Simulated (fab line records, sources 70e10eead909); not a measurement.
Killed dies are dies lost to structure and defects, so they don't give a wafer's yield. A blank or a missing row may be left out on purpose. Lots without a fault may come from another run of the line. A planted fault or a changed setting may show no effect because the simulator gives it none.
Problem report in the 8D (eight disciplines) form, filled by code | flow nand_harc | the parts of the form that need people (team, actions taken, sign-off) are left out

1. THE PROBLEM
thk_nm at NHARC_A_BONDPAD_THK_MEAS_30 reads a mean of 247.3 nm on 6 wafers of 2 lots; wafers without a fault read 200.6 nm with a standard deviation of 1.5. That is +31 standard deviations from the usual mean.
The step: measures by ellipsometry.
First seen on wafer L314.1, day 29 11:47, on film_metro-01. The record holds 36 wafers of 12 lots with a number at this step. Rule for "out", or "out of limits": more than 4 standard deviations from the usual mean. The other wafers with a number count as sound.

2. WHAT IT IS AND WHAT IT IS NOT
question                    | is                     | is not
which readings at this step | thk_nm                 | -
which lots                  | L314, L318             | L300, L302, L303, L305, L307, L308, L309, L310, L315, L323
which wafers of those lots  | all that have a number | -
read on which gauges        | film_metro-01          | film_metro-02
when                        | from day 29 11:47      | up to then (27 sound wafers); but 3 sound wafers of L323 came after

3. SUSPECTS, AND WHAT RULES EACH OUT
Counting: a tool at a process step up to the reading stays a suspect if it ran every lot that is out and no sound lot after the first of them.
- the gauge at NHARC_A_BONDPAD_THK_MEAS_30: ruled out. All the wafers that are out were read on film_metro-01, but those of them that NHARC_END_SORT_01 has rows for are out there too, on other tools.
- pecvd-03 at NHARC_A_M1_DEP_33 (deposits SiCN, target thk 30 nm): ruled out as a lasting fault. Sound lots L323 ran on it after its first lot that is out, L314 (day 29 10:35).
- cmp-02 at NHARC_A_BONDPAD_CMP_29 (polishes SiCN, target thk 200 nm): kept. It ran every lot that is out, first L314 (day 29 11:32), and no sound lot after that; its last sound lot up to then is L310 (day 27 15:16).
Left after counting: cmp-02 at NHARC_A_BONDPAD_CMP_29.

4. THE CAUSE (what the simulator had put in)
Skipped step whole: cmp-02, from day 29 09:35 on, at NHARC_A_BONDPAD_CMP_29. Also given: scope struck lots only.
Counting left only this tool.

5. THE CHAIN OF EFFECTS, in route order
Each row: a reading whose mean over the struck wafers that have a number lies more than 3 standard deviations from the usual. Only readings for which the record gives a usual standard deviation are gone through. hours: the time from each lot's start at the first step in this table that gives one to its start at this step, as a median over the lots. sigmas: the change in usual standard deviations.
hours | step                        | reading              | usual    | on struck wafers | change | sigmas
0     | NHARC_A_BONDPAD_THK_MEAS_30 | thk_nm               | 200.6 nm | 247.3            | +46.7  | +31
31    | NHARC_END_SORT_01           | defect_limited_yield | 90.9 %   | 0.0              | -90.9  | -35
31    | NHARC_END_SORT_01           | killed_at_array      | 57       | 672              | +615   | +34
31    | NHARC_END_SORT_01           | killed_dies          | 62       | 677              | +615   | +34
Readings that are blank on the struck wafers while sound wafers have them: edge_zone_pressure_frac at NHARC_A_BONDPAD_CMP_29; motor_current_A at NHARC_A_BONDPAD_CMP_29.

6. WHAT WOULD HAVE CAUGHT IT SOONER
In this record the first reading out of limits at a measuring or inspecting step was taken at day 29 11:47, 2 hours after the fault began at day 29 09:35.
At NHARC_A_BONDPAD_CMP_29 the tool's readings are blank on the struck wafers, where sound wafers have them: an empty tool record is the first sign, and it was there at once.
Of the lots that are out (2), L318 began NHARC_A_BONDPAD_CMP_29 on cmp-02 after day 29 11:47. A hold on the tool at that time would have spared it.
